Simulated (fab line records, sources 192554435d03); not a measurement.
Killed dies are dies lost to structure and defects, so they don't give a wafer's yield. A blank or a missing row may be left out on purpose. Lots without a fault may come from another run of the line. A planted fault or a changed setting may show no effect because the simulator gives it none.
A struck lot beside a sound one | flow n5_finfet | 15 steps out of a route of 1938
Sound: wafers L653.1, L653.5, L653.6. Struck: wafers L659.2, L659.4, L659.5. The cause comes at the end.
At each step with rows: each side's tool, then ch and its chambers, then its first start. Under that, the readings that differ: sound wafers | struck wafers | difference of the means | sigmas: that difference in standard deviations of wafers without a fault.
alike: readings whose means differ by less than 2 such deviations, and words and numbers that are the same on both sides. not compared: withheld readings, readings that some wafer has no value for, bounds like >300 that may hide the same value, and numbers for which the record gives no deviation and whose values overlap.
The two part at a step that has a row with sigmas, a row that says differs or no value, or rows on one side only. Numbers that don't overlap but have no deviation are shown without sigmas and don't part them. A reading that every wafer of one side lacks parts them only if that side has two wafers or more.

first, 1 step without rows for these wafers: N5_BEOL_M2_DEVELOP_27 (develop time 30 s).
N5_BEOL_M2_CD_MEAS_28: target cd 26.2 nm, target cd y 24.1 nm.
  sound on cd_sem-01 ch 0, day 8 12:34; struck on cd_sem-03 ch 0, day 9 20:38
  alike: cd_nm
N5_BEOL_M2_OVL_MEAS_29:
  sound on overlay-01 ch 0, day 8 12:36; struck on overlay-01 ch 0, day 9 20:40
  alike: V1_OVL
N5_BEOL_M2_INSPECT_30: inspects for defects (brightfield).
  sound on defect_inspect-02, day 8 12:40; struck on defect_inspect-02, day 9 20:44
  alike: raw_defect_count
N5_BEOL_M2_DESCUM_33: chemistry O2, time 7 s.
  sound on rie_diel-06 ch 0,1,3, day 8 12:59; struck on rie_diel-05 ch 0,2,3, day 9 20:46
  alike: bias_power_w, drypump_motor_current_A, oes_product_au, rf_vpp_V, showerhead_plenum_p_Torr, throttle_valve_pct
  not compared: rf_hours_counter_h
N5_BEOL_M2_ETCH_77: etches underlayer in N2/H2, target depth 6.5 nm, time 5.2 s.
  sound on rie_diel-06 ch 0,1,3, day 8 13:01; struck on rie_diel-05 ch 0,2,3, day 9 20:48
  alike: drypump_motor_current_A, etch_rf_on_time_s, n2_flow_sccm, oes_product_au, rf_vpp_V, showerhead_plenum_p_Torr, throttle_valve_pct
  not compared: rf_hours_counter_h
N5_BEOL_M2_ETCH_69: etches SiARC in CF4, target depth 15.6 nm, time 26 s.
  sound on rie_diel-06 ch 0,1,3, day 8 13:02; struck on rie_diel-05 ch 0,2,3, day 9 20:49
  alike: drypump_motor_current_A, etch_rf_on_time_s, oes_product_au, rf_vpp_V, showerhead_plenum_p_Torr, throttle_valve_pct
  not compared: rf_hours_counter_h
N5_BEOL_M2_ALD_98: deposits SiO2, target thk 2.5 nm, pulse time 1 s, co reactant pulse time 1 s.
  sound on ald_sin-01 ch 0,2,3, day 8 13:07; struck on ald_sin-03 ch 0,2,3, day 9 20:57
  alike: heater_power_w, precursor_pulse_height_rel
  not compared: since_wet_clean_h
N5_BEOL_M2_ETCHBACK_99: etches SiO2 in CHF3, target depth 5 nm, time 10.4 s.
  sound on rie_diel-01 ch 0,1,3, day 8 13:15; struck on rie_diel-01 ch 0,1,3, day 9 21:22
  alike: drypump_motor_current_A, oes_product_au, rf_vpp_V, showerhead_plenum_p_Torr, throttle_valve_pct
  not compared: rf_hours_counter_h
then, 3 steps without rows for these wafers: N5_BEOL_M2_ETCH_70 (etches SOC in N2/H2, target depth 80 nm, overetch 24 nm, time 130 s); N5_BEOL_M2_STRIP_71 (strips in N2/H2); N5_BEOL_M2_STRIP_78 (strips in N2/H2).
N5_BEOL_M2_VIA_ETCH_34: etches the open film in C4F6/O2, target depth 69.4 nm, time 65.9 s.
  sound on rie_diel-01 ch 0,1,3, day 8 13:24; struck on rie_diel-01 ch 0,1,3, day 9 21:30
  reading                                  | sound            | struck            | difference | sigmas
  oes_product_au (a.u.)                    | 0.81 0.68 0.69   | 0.86 0.86 1.00    | +0.18      | +2
  model.etch.depth_nm (nm)                 | 68.93 68.2 67.52 | 96.99 95.77 97.08 | +28.40     |
  model.SOC_of_BEOL_M2_COAT_67.thk_nm (nm) | 52.4 52.2 52.2   | 48.4 49 48.6      | -3.6       |
  alike: drypump_motor_current_A, rf_vpp_V, showerhead_plenum_p_Torr, throttle_valve_pct
  not compared: rf_hours_counter_h
then, 1 step without rows for these wafers: N5_BEOL_M2_STRIP_83 (strips in C4F6/O2).
N5_BEOL_M4_RC_MEAS_101:
  sound on prober-02 ch 0, day 9 17:40; struck on prober-02 ch 0, day 11 01:29
  alike: DIBL_N, DIBL_P, IOFF_N, IOFF_P, ION_N, ION_P, SS_N, SS_P, VT_N, VT_P

WHERE THEY PART
Only at N5_BEOL_M2_VIA_ETCH_34, within this record. Later steps at which nothing parts them and some readings are alike: N5_BEOL_M4_RC_MEAS_101.

WHY: what the simulator had put in
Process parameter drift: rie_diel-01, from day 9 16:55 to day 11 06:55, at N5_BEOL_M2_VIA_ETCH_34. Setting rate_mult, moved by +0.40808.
